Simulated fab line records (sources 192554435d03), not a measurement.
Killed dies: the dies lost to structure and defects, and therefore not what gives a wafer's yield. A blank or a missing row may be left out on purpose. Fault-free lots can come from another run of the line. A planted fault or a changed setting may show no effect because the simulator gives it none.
Matching of chambers | flow n5_finfet | 4 sister chambers for N5_BEOL_M10_STRIP_67 on rie_diel-04
The step strips in CF4. 8 wafers are shown with their chamber, then 11 later ones without.

## WAFERS, EACH WITH ITS CHAMBER
wafer  | chamber | drypump_motor_current_A (A) | showerhead_plenum_p_Torr (Torr)
L082.2 | 0       | 5.3                         | 1.82
L084.2 | 3       | 5.4                         | 1.78
L084.4 | 2       | 5.8                         | 1.88
L084.6 | 0       | 5.3                         | 1.82
L090.1 | 2       | 5.8                         | 1.87
L090.3 | 1       | 5.4                         | 1.84
L090.5 | 3       | 5.3                         | 1.77
L092.1 | 1       | 5.4                         | 1.84

## WAFERS WHOSE CHAMBER IS MISSING
wafer  | drypump_motor_current_A (A) | showerhead_plenum_p_Torr (Torr)
L092.3 | 5.3                         | 1.77
L092.4 | 5.3                         | 1.81
L094.2 | 5.3                         | 1.81
L094.3 | 5.3                         | 1.77
L094.5 | 5.3                         | 1.81
L096.1 | 5.4                         | 1.83
L096.2 | 5.3                         | 1.81
L096.3 | 5.3                         | 1.77
L096.4 | 5.8                         | 1.87
L096.5 | 5.4                         | 1.83
L096.6 | 5.8                         | 1.87

## WHICH CHAMBER EACH ONE RAN IN
wafer  | from the rows above     | in truth
L092.3 | 3                       | 3
L092.4 | 0                       | 0
L094.2 | 0                       | 0
L094.3 | 3                       | 3
L094.5 | 0                       | 0
L096.1 | can't be placed: 1 or 0 | 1
L096.2 | 0                       | 0
L096.3 | 3                       | 3
L096.4 | 2                       | 2
L096.5 | can't be placed: 1 or 0 | 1
L096.6 | 2                       | 2
9 of 11 placed correctly. Not placeable from these rows: 2 (in 2, the candidates include the true chamber). 0 placed wrongly.
How it was worked out, from the rows above alone: a wafer's distance from a chamber is the root of the sum, over the readings, of the square of ((its reading less the chamber's mean) divided by the reading's scatter). If the next closest chamber is less than 2 further off than the closest, the wafer can't be placed; otherwise it belongs to the closest. The mean given for a chamber averages the wafers shown for that chamber. How the scatter is found: for the shown wafers, subtract from each reading the mean of its chamber, square and add these, divide the total by (wafers less chambers), then take the root.
